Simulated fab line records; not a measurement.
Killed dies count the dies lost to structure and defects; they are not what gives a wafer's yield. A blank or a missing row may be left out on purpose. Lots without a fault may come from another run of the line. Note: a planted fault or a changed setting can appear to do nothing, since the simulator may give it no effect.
Code-filled problem report in 8D (eight disciplines) form + flow n5Finfet + the parts of the form that need people (team, actions taken, sign-off) are left out

== 1. WHAT IS WRONG ==
Wafers without a fault read 36.00 W, standard deviation 0.1; biasW at N5_HKMG_FIN_ETCH_54 reads a mean of 34.27 W on 9 wafers belonging to 3 lots. That puts it -17 standard deviations away from the usual mean.
The step: etches SiARC in CF4, target depth 45.5 nm, time 75.8 s.
First seen on wafer L529.2, day 6 18:22, on rieDiel-02. The record has a number at this step for 30 wafers belonging to 10 lots. Rule for "out", or "out of limits": more than 4 standard deviations from the usual mean. The other wafers with a number count as sound.

== 2. WHAT IT IS, WHAT IT ISN'T ==
| question                    | is                     | is not                                                                                                |
|-----------------------------|------------------------|-------------------------------------------------------------------------------------------------------|
| which readings at this step | biasW                  | drypumpMotorCurrentA, etchRfOnTimeS, mfcArSccm, oesProductAu, showerheadPlenumPTorr, throttleValvePct |
| which lots                  | L529, L530, L534       | L518, L519, L521, L526, L537, L539, L540                                                              |
| which wafers of those lots  | all that have a number | -                                                                                                     |
| read on which tools         | rieDiel-02             | rieDiel-01, rieDiel-06                                                                                |
| when                        | from day 6 18:22       | up to then (12 sound wafers); but 9 sound wafers of L537, L539, L540 came after                       |

== 3. THE SUSPECTS, EACH WITH WHAT RULES IT OUT ==
Counting: a tool at any process step up to the reading remains a suspect when it ran all the lots that are out and ran no sound lot after the first of those.
- rieDiel-02 at N5_HKMG_FIN_DESCUM_53 (chemistry O2, time 7.9 s): kept. It ran every lot that is out, first L529 (day 6 18:19), and no sound lot after that; its last sound lot up to then is L526 (day 5 23:26).
- rieDiel-02 at N5_HKMG_FIN_ETCH_54 (etches SiARC in CF4, target depth 45.5 nm, time 75.8 s): kept. It ran every lot that is out, first L529 (day 6 18:22), and no sound lot after that; its last sound lot up to then is L526 (day 5 23:28). Its own readings are out on those wafers: biasW.
The count leaves rieDiel-02 at N5_HKMG_FIN_ETCH_54 and rieDiel-02 at N5_HKMG_FIN_DESCUM_53.

== 4. THE CAUSE (what the simulator had put in) ==
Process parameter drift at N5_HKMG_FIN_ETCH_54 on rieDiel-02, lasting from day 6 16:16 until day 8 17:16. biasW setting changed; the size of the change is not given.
Counting left 2 suspects, and this tool is among them.

== 5. THE CHAIN OF EFFECTS, in route order ==
Each row: a reading where the mean over the struck wafers with a number is more than 3 standard deviations away from the usual. Readings are gone through only where the record gives a usual standard deviation; hours: the median, over the lots, of the time from a lot's start at the first step in this table giving one to that lot's start at this step; sigmas: the change measured in usual standard deviations.
| hours | step                | reading | usual   | on struck wafers | change | sigmas |
|-------|---------------------|---------|---------|------------------|--------|--------|
| 0     | N5_HKMG_FIN_ETCH_54 | biasW   | 36.00 W | 34.27            | -1.73  | -17    |
| 0     | N5_HKMG_FIN_ETCH_54 | rfVppV  | 184.1 V | 178.7            | -5.4   | -4.5   |
The process steps in it:
- N5_HKMG_FIN_ETCH_54: etches SiARC in CF4, target depth 45.5 nm, time 75.8 s.

== 6. HOW IT WOULD HAVE BEEN CAUGHT EARLIER ==
In this record the first reading out of limits was taken at day 6 18:22, 2 hours after the fault began at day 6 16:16.
